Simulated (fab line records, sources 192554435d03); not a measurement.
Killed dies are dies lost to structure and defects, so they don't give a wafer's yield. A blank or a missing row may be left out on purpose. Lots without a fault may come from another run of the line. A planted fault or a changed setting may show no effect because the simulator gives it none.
Split-lot experiment | flow n5_finfet | 7 lots, 39 wafers read, on a route of 1938 steps

THE SPLIT
At N5_MOL_CONTACT_COAG_VIA_ETCH_117 (etches SiO2 in C4F6/O2, target depth 40 nm, overetch 8 nm, time 26 s), the setting bias_w was moved away from the recipe's 455 W on 12 of the 39 wafers read, by -9.9% to +17.3%. The other wafers ran this setting at the recipe's value.

The reading is taken at the split's own step.

THE READING
rf_vpp_V, in V, at N5_MOL_CONTACT_COAG_VIA_ETCH_117 (etches SiO2 in C4F6/O2, target depth 40 nm, overetch 8 nm, time 26 s). Fault-free wafers of this fab line usually give 1592 V, standard deviation 17 V.

wafer  | tool, chamber at the split | bias_w as run, W | against the recipe | rf_vpp_V, V | against lot-mates on the recipe
L076.1 | rie_diel-04, 0             | 455              | recipe             | 1558        | -
L076.2 | rie_diel-04, 1             | 455              | recipe             | 1566        | -
L076.3 | rie_diel-04, 2             | 455              | recipe             | 1603        | -
L076.4 | rie_diel-04, 3             | 455              | recipe             | 1613        | -
L076.5 | rie_diel-04, 3             | 455              | recipe             | 1612        | -
L076.6 | rie_diel-04, 2             | 455              | recipe             | 1603        | -
L080.1 | rie_diel-04, 1             | 455              | recipe             | 1566        | -
L080.2 | rie_diel-04, 3             | 455              | recipe             | 1613        | -
L080.3 | rie_diel-04, 2             | 497.3            | +9.3%              | 1712        | +115
L080.4 | rie_diel-04, 2             | 497.3            | +9.3%              | 1713        | +116
L080.5 | rie_diel-04, 3             | 455              | recipe             | 1613        | -
L080.6 | rie_diel-04, 1             | 497.3            | +9.3%              | 1672        | +75
L085.2 | rie_diel-01, 2             | 455              | recipe             | 1578        | -
L085.3 | rie_diel-01, 0             | 455              | recipe             | 1611        | -
L085.5 | rie_diel-01, 2             | 455              | recipe             | 1577        | -
L088.1 | rie_diel-04, 3             | 533.7            | +17.3%             | 1814        | +224
L088.2 | rie_diel-04, 0             | 533.7            | +17.3%             | 1782        | +192
L088.3 | rie_diel-04, 2             | 455              | recipe             | 1603        | -
L088.4 | rie_diel-04, 1             | 455              | recipe             | 1565        | -
L088.5 | rie_diel-04, 3             | 533.7            | +17.3%             | 1814        | +224
L088.6 | rie_diel-04, 2             | 455              | recipe             | 1603        | -
L087.1 | rie_diel-06, 0             | 455              | recipe             | 1557        | -
L087.2 | rie_diel-06, 3             | 455              | recipe             | 1580        | -
L087.3 | rie_diel-06, 2             | 455              | recipe             | 1605        | -
L087.4 | rie_diel-06, 0             | 455              | recipe             | 1558        | -
L087.5 | rie_diel-06, 2             | 455              | recipe             | 1604        | -
L087.6 | rie_diel-06, 3             | 455              | recipe             | 1579        | -
L091.1 | rie_diel-04, 3             | 507.3            | +11.5%             | 1748        | +170
L091.2 | rie_diel-04, 2             | 507.3            | +11.5%             | 1737        | +159
L091.3 | rie_diel-04, 1             | 455              | recipe             | 1566        | -
L091.4 | rie_diel-04, 0             | 455              | recipe             | 1583        | -
L091.5 | rie_diel-04, 1             | 507.3            | +11.5%             | 1698        | +120
L091.6 | rie_diel-04, 0             | 455              | recipe             | 1585        | -
L096.1 | rie_diel-01, 1             | 409.9            | -9.9%              | 1469        | -126
L096.2 | rie_diel-01, 2             | 455              | recipe             | 1579        | -
L096.3 | rie_diel-01, 0             | 455              | recipe             | 1612        | -
L096.4 | rie_diel-01, 3             | 455              | recipe             | 1594        | -
L096.5 | rie_diel-01, 3             | 409.9            | -9.9%              | 1475        | -120
L096.6 | rie_diel-01, 2             | 409.9            | -9.9%              | 1458        | -137

THE FIT
A straight line over all 39 wafers: rf_vpp_V changes by +12.3 V for each +1% of bias_w; r = +0.97; the points scatter about the line by 19 V.
The same after taking each lot's own level away (the mean of its wafers on the recipe; 39 wafers): +12.4 V for each +1%; r = +0.98; scatter 19 V.
On that fit, the largest move of bias_w shifts the reading by 2.1e+02 V.
The lots' own levels span 1578.0 to 1597.3 V, that is 1.1 times the standard deviation above.
So the lot-to-lot level changes the slope little: the two slopes agree.
Check: with one of the wafers moved furthest among these (+17.3%) left out of the fit, the line predicts +212 V for it against its lot-mates. It came out at +224 V against them.
Tool readings at the split's step, against how far the setting was moved: rf_vpp_V r = +0.97.

THE FILE'S OWN FIT
rf_vpp_V changes by +12.4 V for each +1% of bias_w, r = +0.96.
